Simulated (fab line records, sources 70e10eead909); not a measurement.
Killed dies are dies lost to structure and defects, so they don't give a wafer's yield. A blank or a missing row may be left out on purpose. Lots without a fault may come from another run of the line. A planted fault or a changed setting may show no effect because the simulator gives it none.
Chamber matching | flow nand_harc | NHARC_P_GATE_ETCH_104 on rie_diel-07: 4 sister chambers
The step etches the open film in CF4/CHF3, target depth 60 nm. 7 wafers are shown with their chamber, then 7 later ones without.

WAFERS WITH THEIR CHAMBER
wafer  | chamber | rf_vpp_V (V) | oes_product_au (a.u.)
L503.1 | 3       | 373.6        | 0.953
L503.3 | 0       | 370.9        | 0.964
L505.1 | 2       | 372.7        | 0.977
L505.3 | 1       | 367.4        | 0.976
L505.5 | 3       | 372.7        | 0.955
L510.1 | 1       | 368.4        | 0.970
L510.2 | 0       | 371.3        | 0.960

WAFERS WITHOUT THEIR CHAMBER
wafer  | rf_vpp_V (V) | oes_product_au (a.u.)
L510.5 | 371.2        | 0.975
L509.1 | 371.8        | 0.959
L509.4 | 373.0        | 0.975
L509.6 | 373.2        | 0.963
L511.1 | 374.4        | 0.966
L511.3 | 371.7        | 0.954
L511.6 | 371.6        | 0.967

WHICH CHAMBER EACH WENT THROUGH
wafer  | from the rows above          | in truth
L510.5 | can't be placed: 2 or 0      | 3
L509.1 | can't be placed: 0 or 3      | 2
L509.4 | 2                            | 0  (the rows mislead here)
L509.6 | can't be placed: 3 or 0 or 2 | 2
L511.1 | can't be placed: 3 or 2 or 0 | 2
L511.3 | can't be placed: 3 or 0      | 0
L511.6 | can't be placed: 0 or 2      | 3
Placed correctly: 0 of 7. Can't be placed from these rows: 6 (the true chamber is among the candidates in 3). Placed wrongly: 1.
How it was worked out, from the rows above alone: a wafer's distance from a chamber is the root of the sum, over the readings, of the square of ((its reading less the chamber's mean) divided by the reading's scatter). The wafer belongs to the nearest chamber; if the next one is less than 2 further off, it can't be placed. A chamber's mean is the mean of its shown wafers. The scatter: the root of (the sum of the squares of (reading less its chamber's mean) over the shown wafers, divided by (wafers less chambers)).
